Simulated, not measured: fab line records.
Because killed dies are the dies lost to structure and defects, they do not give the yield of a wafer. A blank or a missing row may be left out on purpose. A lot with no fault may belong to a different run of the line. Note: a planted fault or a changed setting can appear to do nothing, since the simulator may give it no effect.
Which tool did it? / flow nand-harc / 72 wafers sampled from 24 lots at 1 step of a route of 1302

== WHAT THE GAUGES SHOWED, per wafer ==
NHARC_A_WL_FILL_INSPECT_15. Usual: raw-defect-count 481, standard deviation 120.
lot=L075; measured=day 21 12:20; on=defect-inspect-01; raw-defect-count=646 421 473; flag=
lot=L076; measured=day 21 22:02; on=defect-inspect-02; raw-defect-count=389 466 824; flag=
lot=L077; measured=day 21 22:11; on=defect-inspect-01; raw-defect-count=432 459 382; flag=
lot=L074; measured=day 21 22:11; on=defect-inspect-02; raw-defect-count=444 390 563; flag=
lot=L078; measured=day 23 02:23; on=defect-inspect-01; raw-defect-count=411 498 775; flag=
lot=L079; measured=day 23 18:34; on=defect-inspect-02; raw-defect-count=397 411 508; flag=
lot=L080; measured=day 24 03:16; on=defect-inspect-02; raw-defect-count=414 328 285; flag=
lot=L081; measured=day 24 07:04; on=defect-inspect-02; raw-defect-count=489 427 458; flag=
lot=L083; measured=day 25 00:11; on=defect-inspect-01; raw-defect-count=464 519 578; flag=
lot=L082; measured=day 25 04:50; on=defect-inspect-02; raw-defect-count=542 589 427; flag=
lot=L085; measured=day 25 15:32; on=defect-inspect-02; raw-defect-count=354 362 467; flag=
lot=L084; measured=day 25 15:34; on=defect-inspect-02; raw-defect-count=613 582 488; flag=
lot=L087; measured=day 26 02:01; on=defect-inspect-02; raw-defect-count=310 439 381; flag=
lot=L086; measured=day 26 08:17; on=defect-inspect-02; raw-defect-count=444 401 347; flag=
lot=L088; measured=day 27 02:25; on=defect-inspect-02; raw-defect-count=475 316 371; flag=
lot=L089; measured=day 27 02:30; on=defect-inspect-01; raw-defect-count=417 453 395; flag=
lot=L091; measured=day 28 09:08; on=defect-inspect-02; raw-defect-count=393 267 351; flag=
lot=L090; measured=day 28 09:20; on=defect-inspect-02; raw-defect-count=425 603 544; flag=
lot=L094; measured=day 29 03:53; on=defect-inspect-01; raw-defect-count=411 477 414; flag=
lot=L092; measured=day 29 03:54; on=defect-inspect-02; raw-defect-count=384 430 763; flag=
lot=L093; measured=day 29 09:08; on=defect-inspect-01; raw-defect-count=690 655 538; flag=
lot=L095; measured=day 30 08:14; on=defect-inspect-02; raw-defect-count=585 611 392; flag=
lot=L096; measured=day 30 08:15; on=defect-inspect-01; raw-defect-count=836 656 391; flag=
lot=L097; measured=day 30 18:44; on=defect-inspect-01; raw-defect-count=471 489 515; flag=

== EACH LOT AND THE TOOL THAT RAN IT (in order: tool; ch and the chambers of the sampled wafers; start) ==
The record holds no process step before these readings.

== WHAT THE TOOLS THEMSELVES READ (means of the sampled wafers that have a number; where no wafer has one, the mark that the record gives instead) ==
The record holds no such reading with a usual standard deviation.

== THE ANSWER, worked out from the rows above alone ==
Rule: a lot is off if the mean of its wafers that have a number lies more than 3 standard deviations from the usual mean. A lot without any number at a reading at which 4 lots or more have one is off too. All remaining lots with rows at the step are treated as sound. Order of review: gauges by route order, followed by the tools' own readings, for which a lot's mean as printed above is used. At the first step where some lot is off, the reading lying furthest off is the one used; lots without a number count as furthest.
Nothing can be told from this: no lot is off at any reading shown.

== WHAT THE SIMULATOR HAD INSERTED ==
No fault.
